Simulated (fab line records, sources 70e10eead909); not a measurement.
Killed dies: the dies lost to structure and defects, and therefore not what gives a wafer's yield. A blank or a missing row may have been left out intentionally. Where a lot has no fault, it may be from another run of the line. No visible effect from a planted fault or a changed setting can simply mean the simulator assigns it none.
Chamber matching	flow nand_harc	cmp-02 running NHARC_A_M0_CMP_23: 4 sister chambers
The step polishes, t overpolish 20 s, target thk 113.75 nm. 18 wafers are shown with their chamber, then 9 later ones without.

WAFERS PAIRED WITH THEIR CHAMBERS
wafer	chamber	motor_current_A (A)	time_to_endpoint_s (s)
L074.4	0	14.0	20
L074.5	1	11.8	36
L074.6	2	12.8	28
L075.3	3	13.2	31
L075.4	1	12.7	38
L075.5	1	12.2	39
L078.1	1	11.8	39
L078.2	3	13.2	32
L078.3	2	12.7	31
L078.4	0	14.5	26
L078.5	0	14.4	28
L078.6	1	10.8	37
L081.2	2	12.9	31
L081.3	3	13.2	30
L081.6	3	13.1	34
L083.1	1	11.6	37
L083.2	2	13.1	32
L083.6	3	12.4	28

SIGNATURES (means of the wafers above)
reading	chamber 0	chamber 1	chamber 2	chamber 3	scatter within a chamber
motor_current_A	14.300	11.817	12.875	13.020	0.441
time_to_endpoint_s	24.67	37.67	30.50	31.00	2.25
Rule: a wafer's distance from a chamber is the root of the sum, over the readings, of the square of ((its reading less the chamber's mean) divided by the reading's scatter). The wafer belongs to the nearest chamber; if the next one is less than 2 further off, it can't be placed. How the scatter is found: for the shown wafers, subtract from each reading the mean of its chamber, square and add these, divide the total by (wafers less chambers), then take the root.

WAFERS WHOSE CHAMBER IS MISSING
wafer	motor_current_A (A)	time_to_endpoint_s (s)
L088.2	14.2	25
L088.4	13.7	32
L088.6	11.3	41
L092.1	12.9	40
L092.4	14.8	27
L092.6	12.0	41
L096.2	11.6	38
L096.3	13.5	37
L096.5	12.2	39

WHICH CHAMBER EACH WENT THROUGH
wafer	from the rows above	in truth
L088.2	0	0
L088.4	can't be placed: 3 or 2 or 0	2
L088.6	1	1
L092.1	can't be placed: 1 or 3 or 2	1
L092.4	0	0
L092.6	1	1
L096.2	1	1
L096.3	can't be placed: 3 or 2 or 1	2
L096.5	1	1
Placed correctly: 6 of 9. These rows do not allow placing 3 (true chamber among the candidates in 3). 0 placed wrongly.
